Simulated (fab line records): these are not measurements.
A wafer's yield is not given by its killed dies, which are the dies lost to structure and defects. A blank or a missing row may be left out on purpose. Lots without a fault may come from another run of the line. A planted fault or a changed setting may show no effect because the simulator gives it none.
Which of the tools did it?	flow n5 finfet	60 wafers from 20 lots sampled at 6 of the route's 1938 steps

## WHAT EACH GAUGE READ, for each wafer
No reading from a measuring or inspecting step in the record can be judged against a usual standard deviation.

## WHICH TOOL RAN EACH LOT (tool, then ch and the chambers of the sampled wafers, then the start)
lot	N5_BEOL_M2_ETCH_74	N5_BEOL_M2_VIA_ETCH_34	N5_BEOL_M2_TRENCH_ETCH_37	N5_BEOL_M2_SPUTTER_88	N5_BEOL_M2_ANNEAL_91	N5_BEOL_M2_CO_CAP_55
L074	rie diel-02 ch 0,1,3, day 6 13:08	rie diel-02 ch 0,1, day 6 14:29	rie diel-02 ch 0,1, day 6 17:26 or earlier	pvd sputter-02, day 6 17:26	pvd sputter-02, day 6 17:44	cvd co-01 ch 0,1,2, day 6 19:10
L075	rie diel-01 ch 1,2,3, day 6 16:44	rie diel-01 ch 0,1,3, day 7 01:43	rie diel-01 ch 0,1,3, day 7 04:23 or earlier	pvd sputter-02, day 7 04:23	pvd sputter-02, day 7 04:41	cvd co-02 ch 0,1,2, day 7 06:11
L076	rie diel-05 ch 2,3, day 7 04:41	rie diel-02 ch 0,1, day 7 13:05	rie diel-02 ch 0,1, day 7 15:19 or earlier	pvd sputter-02, day 7 15:19	pvd sputter-02, day 7 15:37	cvd co-01 ch 0,1,2, day 7 19:24
L078	rie diel-01 ch 0,3, day 7 21:19	rie diel-01 ch 0,1,2, day 8 07:40	rie diel-01 ch 0,1,2, day 8 10:02 or earlier	pvd sputter-01, day 8 10:02	pvd sputter-01, day 8 10:20	cvd co-02 ch 0,1,2, day 8 11:49
L079	rie diel-02 ch 2,3, day 7 23:04	rie diel-01 ch 0,1, day 8 01:53	rie diel-01 ch 0,1, day 8 04:36 or earlier	pvd sputter-01, day 8 04:36	pvd sputter-01, day 8 04:54	cvd co-02 ch 0,1,2, day 8 06:22
L081	rie diel-05 ch 0,2, day 8 09:29	rie diel-05 ch 0,2, day 8 18:06	rie diel-05 ch 0,2, day 8 20:11 or earlier	pvd sputter-01, day 8 20:11	pvd sputter-01, day 8 20:29	cvd co-01 ch 0,1,2, day 8 21:56
L082	rie diel-05 ch 1,2,3, day 8 15:29	rie diel-02 ch 0,2,3, day 8 18:15	rie diel-02 ch 0,2,3, day 8 21:55 or earlier	pvd sputter-02, day 8 21:55	pvd sputter-02, day 8 22:13	cvd co-02 ch 0,2, day 8 23:40
L084	rie diel-01 ch 1,3, day 8 23:33	rie diel-05 ch 0,2,3, day 9 08:16	rie diel-05 ch 0,2,3, day 9 10:46 or earlier	pvd sputter-03, day 9 10:46	pvd sputter-03, day 9 11:04	cvd co-01 ch 0,1,2, day 9 12:31
L083	rie diel-05 ch 0,3, day 8 23:52	rie diel-02 ch 1,2,3, day 9 11:50	rie diel-02 ch 1,2,3, day 9 14:41 or earlier	pvd sputter-02, day 9 14:41	pvd sputter-02, day 9 14:59	cvd co-02 ch 0,1,2, day 9 16:29
L085	rie diel-05 ch 0,2,3, day 9 12:31	rie diel-01 ch 1,2,3, day 9 15:01	rie diel-01 ch 1,2,3, day 9 17:21 or earlier	pvd sputter-03, day 9 17:21	pvd sputter-03, day 9 17:39	cvd co-02 ch 0,1,2, day 9 19:13
L086	rie diel-05 ch 2,3, day 9 16:49	rie diel-01 ch 1,3, day 9 20:03	rie diel-01 ch 1,3, day 9 22:56 or earlier	pvd sputter-01, day 9 22:56	pvd sputter-01, day 9 23:14	cvd co-01 ch 1,2, day 10 01:01
L088	rie diel-02 ch 2,3, day 10 05:20	rie diel-01 ch 0,3, day 10 10:40	rie diel-01 ch 0,3, day 10 13:22 or earlier	pvd sputter-02, day 10 13:22	pvd sputter-02, day 10 13:40	cvd co-02 ch 0,1,2, day 10 15:07
L090	rie diel-02 ch 1,2,3, day 10 18:13	rie diel-01 ch 0,2, day 10 20:44	rie diel-01 ch 0,2, day 10 22:57 or earlier	pvd sputter-01, day 10 22:57	pvd sputter-01, day 10 23:15	cvd co-02 ch 0,1, day 11 00:44
L091	rie diel-02 ch 1,2,3, day 11 01:13	rie diel-02 ch 2,3, day 11 06:49	rie diel-02 ch 2,3, day 11 09:20 or earlier	pvd sputter-01, day 11 09:20	pvd sputter-01, day 11 09:38	cvd co-02 ch 0,1,2, day 11 11:07
L089	rie diel-01 ch 0,3, day 11 01:17	rie diel-05 ch 2,3, day 11 07:16	rie diel-05 ch 2,3, day 11 10:54 or earlier	pvd sputter-02, day 11 10:54	pvd sputter-02, day 11 11:12	cvd co-02 ch 0,1,2, day 11 12:39
L093	rie diel-05 ch 0,2,3, day 11 07:59	rie diel-01 ch 0,2,3, day 11 12:01	rie diel-01 ch 0,2,3, day 11 14:33 or earlier	pvd sputter-01, day 11 14:33	pvd sputter-01, day 11 14:51	cvd co-01 ch 0,1, day 11 16:19
L094	rie diel-05 ch 0,1,3, day 11 18:33	rie diel-05 ch 2,3, day 11 21:45	rie diel-05 ch 2,3, day 11 23:50 or earlier	pvd sputter-01, day 11 23:50	pvd sputter-01, day 12 00:08	cvd co-02 ch 1,2, day 12 01:36
L095	rie diel-01 ch 0,1, day 12 03:58	rie diel-02 ch 0,1,2, day 12 09:16	rie diel-02 ch 0,1,2, day 12 11:52 or earlier	pvd sputter-02, day 12 11:52	pvd sputter-02, day 12 12:10	cvd co-01 ch 0,1,2, day 12 13:38
L096	rie diel-01 ch 1,2,3, day 12 07:40	rie diel-02 ch 0,2,3, day 12 17:42	rie diel-02 ch 0,2,3, day 12 19:53 or earlier	pvd sputter-02, day 12 19:53	pvd sputter-02, day 12 20:11	cvd co-01 ch 0,1,2, day 12 21:38
L097	rie diel-02 ch 0,1,2, day 12 13:47	rie diel-02 ch 0,1,2, day 12 20:52	rie diel-02 ch 0,1,2, day 12 22:58 or earlier	pvd sputter-01, day 12 22:58	pvd sputter-01, day 12 23:16	cvd co-01 ch 0,1,2, day 13 00:43
- N5_BEOL_M2_ETCH_74: etches underlayer in N2/H2, target depth 6.5 nm, time 5.2 s.
- N5_BEOL_M2_VIA_ETCH_34: etches the open film in C4F6/O2, target depth 69.4 nm, time 65.9 s.
- N5_BEOL_M2_TRENCH_ETCH_37: etches SiOC in C4F6/O2, target depth 55.555 nm, time 29.2 s.
- N5_BEOL_M2_SPUTTER_88: material Cu, target thk 4.5 nm, time 8.29 s.
- N5_BEOL_M2_ANNEAL_91: time 240 s.
- N5_BEOL_M2_CO_CAP_55: material Co, precursor CCTBA/H2, target thk 2 nm, time 102.1 s.

## WHAT THE TOOLS THEMSELVES READ (means of the sampled wafers that have a number; where no wafer has one, the mark that the record gives instead)
N5_BEOL_M2_ETCH_74. Usual: value, then standard deviation, for each; bias w 150.1 W / 0.48; drypump motor current A 5.7 A / 0.48; etch rf on time s 5.20 s / 0.1; oes product au 0.65 a.u. / 0.079; rf vpp V 522.6 V / 1.6; showerhead plenum p Torr 2.50 Torr / 0.037; throttle valve pct 17.90 % / 0.27.
lot	tool	bias w (W)	drypump motor current A (A)	etch rf on time s (s)	oes product au (a.u.)	rf vpp V (V)	showerhead plenum p Torr (Torr)	throttle valve pct (%)	flag
L074	rie diel-02	150.0	5.9	5.09	0.67	522.4	2.53	17.73	
L075	rie diel-01	149.7	5.4	5.25	0.59	523.9	2.51	18.09	
L076	rie diel-05	149.7	5.3	5.20	0.61	522.4	2.46	18.04	
L078	rie diel-01	150.3	5.4	5.26	0.67	523.3	2.51	17.88	
L079	rie diel-02	150.5	5.9	5.33	0.64	524.0	2.55	18.08	
L081	rie diel-05	149.8	5.1	5.24	0.59	522.7	2.48	17.90	
L082	rie diel-05	150.4	5.6	5.16	0.61	524.3	2.48	18.02	
L084	rie diel-01	149.8	5.4	5.25	0.60	523.1	2.51	18.05	
L083	rie diel-05	150.7	5.5	5.35	0.59	522.4	2.51	18.11	
L085	rie diel-05	149.6	5.3	5.26	0.59	520.9	2.48	18.05	
L086	rie diel-05	149.9	5.3	5.21	0.60	521.2	2.45	18.09	
L088	rie diel-02	150.1	6.0	5.24	0.63	523.6	2.54	17.94	
L090	rie diel-02	150.4	6.0	5.15	0.63	523.5	2.54	17.94	
L091	rie diel-02	150.3	6.0	5.19	0.62	523.9	2.54	17.95	
L089	rie diel-01	149.5	5.4	5.23	0.64	522.7	2.50	17.92	
L093	rie diel-05	150.4	5.3	5.15	0.67	522.9	2.48	17.93	
L094	rie diel-05	150.6	5.6	5.20	0.73	523.1	2.49	17.73	
L095	rie diel-01	150.4	6.0	5.10	0.80	522.1	2.49	17.57	
L096	rie diel-01	150.2	5.4	5.14	0.73	522.3	2.50	17.88	
L097	rie diel-02	150.1	5.9	5.21	0.61	522.7	2.50	17.98	

N5_BEOL_M2_VIA_ETCH_34. Usual: bias w 170.0 W, standard deviation 0.46; drypump motor current A 5.7 A, standard deviation 0.49; oes product au 0.77 a.u., standard deviation 0.09; rf vpp V 665 V, standard deviation 4.6; showerhead plenum p Torr 2.80 Torr, standard deviation 0.038; throttle valve pct 30.76 %, standard deviation 0.26.
lot	tool	bias w (W)	drypump motor current A (A)	oes product au (a.u.)	rf vpp V (V)	showerhead plenum p Torr (Torr)	throttle valve pct (%)	flag
L074	rie diel-02	170.1	5.8	0.78	666	2.79	30.67	
L075	rie diel-01	170.4	5.7	0.78	669	2.80	30.63	
L076	rie diel-02	169.9	5.8	0.77	667	2.79	30.68	
L078	rie diel-01	169.6	6.0	0.84	665	2.79	30.59	
L079	rie diel-01	169.8	6.0	0.75	668	2.79	30.56	
L081	rie diel-05	169.4	5.1	0.70	664	2.74	30.71	
L082	rie diel-02	169.8	5.9	0.76	663	2.82	30.86	
L084	rie diel-05	170.0	5.3	0.69	662	2.77	30.85	
L083	rie diel-02	170.0	6.1	0.73	664	2.84	30.78	
L085	rie diel-01	169.9	5.4	0.78	666	2.80	30.81	
L086	rie diel-01	170.5	5.1	0.70	669	2.81	30.87	
L088	rie diel-01	169.9	5.9	0.80	667	2.78	30.52	
L090	rie diel-01	169.8	6.0	0.89	662	2.78	30.65	
L091	rie diel-02	169.7	5.9	0.72	661	2.84	31.04	
L089	rie diel-05	170.1	5.5	0.68	665	2.77	31.04	
L093	rie diel-01	170.4	5.7	0.81	665	2.79	30.70	
L094	rie diel-05	170.4	5.5	0.68	664	2.77	31.05	
L095	rie diel-02	170.0	5.9	0.71	664	2.80	30.86	
L096	rie diel-02	169.4	5.8	0.73	662	2.80	30.90	
L097	rie diel-02	170.1	5.9	0.72	664	2.79	30.87	

N5_BEOL_M2_TRENCH_ETCH_37. Usual: bias w 185.0 W, standard deviation 0.51; drypump motor current A 5.7 A, standard deviation 0.5; oes product au 0.77 a.u., standard deviation 0.089; rf vpp V 665 V, standard deviation 4.7; showerhead plenum p Torr 2.80 Torr, standard deviation 0.038; throttle valve pct 20.90 %, standard deviation 0.25.
lot	tool	bias w (W)	drypump motor current A (A)	oes product au (a.u.)	rf vpp V (V)	showerhead plenum p Torr (Torr)	throttle valve pct (%)	flag
L074	rie diel-02	184.6	5.8	0.78	666	2.79	20.79	
L075	rie diel-01	185.5	5.7	0.77	669	2.81	20.78	
L076	rie diel-02	185.2	5.8	0.78	667	2.79	20.79	
L078	rie diel-01	185.0	6.0	0.84	665	2.79	20.74	
L079	rie diel-01	185.0	6.0	0.75	668	2.79	20.75	
L081	rie diel-05	184.9	5.2	0.70	663	2.75	20.87	
L082	rie diel-02	185.2	5.9	0.76	663	2.82	20.99	
L084	rie diel-05	185.2	5.3	0.69	662	2.77	21.01	
L083	rie diel-02	185.2	6.0	0.74	664	2.85	20.93	
L085	rie diel-01	184.7	5.4	0.78	666	2.80	20.96	
L086	rie diel-01	184.9	5.1	0.71	669	2.81	21.02	
L088	rie diel-01	184.6	5.9	0.80	667	2.79	20.66	
L090	rie diel-01	185.1	6.0	0.88	662	2.79	20.76	
L091	rie diel-02	184.6	6.0	0.73	660	2.84	21.17	
L089	rie diel-05	185.0	5.6	0.69	664	2.77	21.21	
L093	rie diel-01	185.1	5.7	0.81	665	2.79	20.84	
L094	rie diel-05	185.5	5.6	0.69	665	2.77	21.20	
L095	rie diel-02	185.1	5.9	0.72	664	2.80	21.00	
L096	rie diel-02	184.7	5.9	0.74	663	2.81	21.05	
L097	rie diel-02	185.0	5.9	0.71	663	2.80	21.01	

N5_BEOL_M2_SPUTTER_88. Usual: chuck gas flow sccm 1.26 sccm, standard deviation 0.053; substrate temp c -20.00 C, standard deviation 0.097; susceptor temp C -19.99 C, standard deviation 0.11; throttle valve pct 30.4 %, standard deviation 0.47.
lot	tool	chuck gas flow sccm (sccm)	substrate temp c (C)	susceptor temp C (C)	throttle valve pct (%)	flag
L074	pvd sputter-02	1.27	-20.03	-20.06	30.8	
L075	pvd sputter-02	1.25	-20.15	-19.96	30.8	
L076	pvd sputter-02	1.26	-19.88	-19.93	31.0	
L078	pvd sputter-01	1.26	-20.03	-19.90	30.3	
L079	pvd sputter-01	1.24	-20.01	-20.04	30.4	
L081	pvd sputter-01	1.28	-19.93	-20.07	29.9	
L082	pvd sputter-02	1.23	-19.91	-20.03	30.7	
L084	pvd sputter-03	1.25	-20.01	-19.87	30.2	
L083	pvd sputter-02	1.24	-19.98	-19.97	30.8	
L085	pvd sputter-03	1.29	-20.03	-19.99	30.3	
L086	pvd sputter-01	1.25	-20.07	-19.96	29.9	
L088	pvd sputter-02	1.30	-19.90	-19.90	30.9	
L090	pvd sputter-01	1.26	-19.94	-19.93	30.3	
L091	pvd sputter-01	1.22	-19.93	-19.95	30.5	
L089	pvd sputter-02	1.29	-19.95	-19.95	30.9	
L093	pvd sputter-01	1.30	-19.99	-20.00	30.6	
L094	pvd sputter-01	1.25	-19.98	-20.01	30.5	
L095	pvd sputter-02	1.26	-19.96	-20.00	30.9	
L096	pvd sputter-02	1.24	-20.03	-19.99	30.6	
L097	pvd sputter-01	1.23	-20.04	-20.05	30.3	

N5_BEOL_M2_ANNEAL_91. Usual: heater power w 830 W, standard deviation 100; susceptor temp C 399.97 C, standard deviation 0.21.
lot	tool	heater power w (W)	susceptor temp C (C)	flag
L074	pvd sputter-02	876	400.07	
L075	pvd sputter-02	856	400.12	
L076	pvd sputter-02	917	400.11	
L078	pvd sputter-01	797	400.13	
L079	pvd sputter-01	807	400.07	
L081	pvd sputter-01	775	399.79	
L082	pvd sputter-02	773	400.07	
L084	pvd sputter-03	872	399.80	
L083	pvd sputter-02	873	400.18	
L085	pvd sputter-03	864	399.92	
L086	pvd sputter-01	893	399.86	
L088	pvd sputter-02	857	399.99	
L090	pvd sputter-01	786	399.87	
L091	pvd sputter-01	708	399.80	
L089	pvd sputter-02	851	400.03	
L093	pvd sputter-01	797	399.83	
L094	pvd sputter-01	886	400.14	
L095	pvd sputter-02	844	399.99	
L096	pvd sputter-02	797	400.06	
L097	pvd sputter-01	797	399.84	

N5_BEOL_M2_CO_CAP_55. Usual: chamber pressure Torr 30.01 Torr, standard deviation 0.069; heater power w 242 W, standard deviation 14; susceptor temp C 200.01 C, standard deviation 0.16.
lot	tool	chamber pressure Torr (Torr)	heater power w (W)	susceptor temp C (C)	flag
L074	cvd co-01	30.02	237	199.96	
L075	cvd co-02	30.03	245	200.06	
L076	cvd co-01	30.10	240	200.00	
L078	cvd co-02	29.98	250	200.06	
L079	cvd co-02	29.99	242	200.09	
L081	cvd co-01	30.07	240	199.99	
L082	cvd co-02	29.98	239	199.94	
L084	cvd co-01	30.03	238	200.03	
L083	cvd co-02	30.00	245	200.09	
L085	cvd co-02	30.02	246	199.88	
L086	cvd co-01	30.03	250	200.03	
L088	cvd co-02	29.96	247	200.07	
L090	cvd co-02	29.95	248	200.03	
L091	cvd co-02	30.02	243	200.02	
L089	cvd co-02	30.07	248	200.10	
L093	cvd co-01	29.97	220	200.10	
L094	cvd co-02	29.97	248	199.96	
L095	cvd co-01	30.05	238	200.02	
L096	cvd co-01	30.00	244	199.94	
L097	cvd co-01	29.96	239	200.04	

## THE ANSWER, worked out from the rows above alone
Rule: a lot is off if the mean of its wafers that have a number lies more than 3 standard deviations from the usual mean. A lot without any number at a reading at which 4 lots or more have one is off too. Where the step has rows for the other lots, those lots are counted as sound. Order of review: gauges by route order, followed by the tools' own readings, for which a lot's mean as printed above is used. At the first step where some lot is off, the reading lying furthest off is the one used; lots without a number count as furthest.
None of the lots is off at any reading shown; this tells nothing.

## WHAT WAS PUT IN BY THE SIMULATOR
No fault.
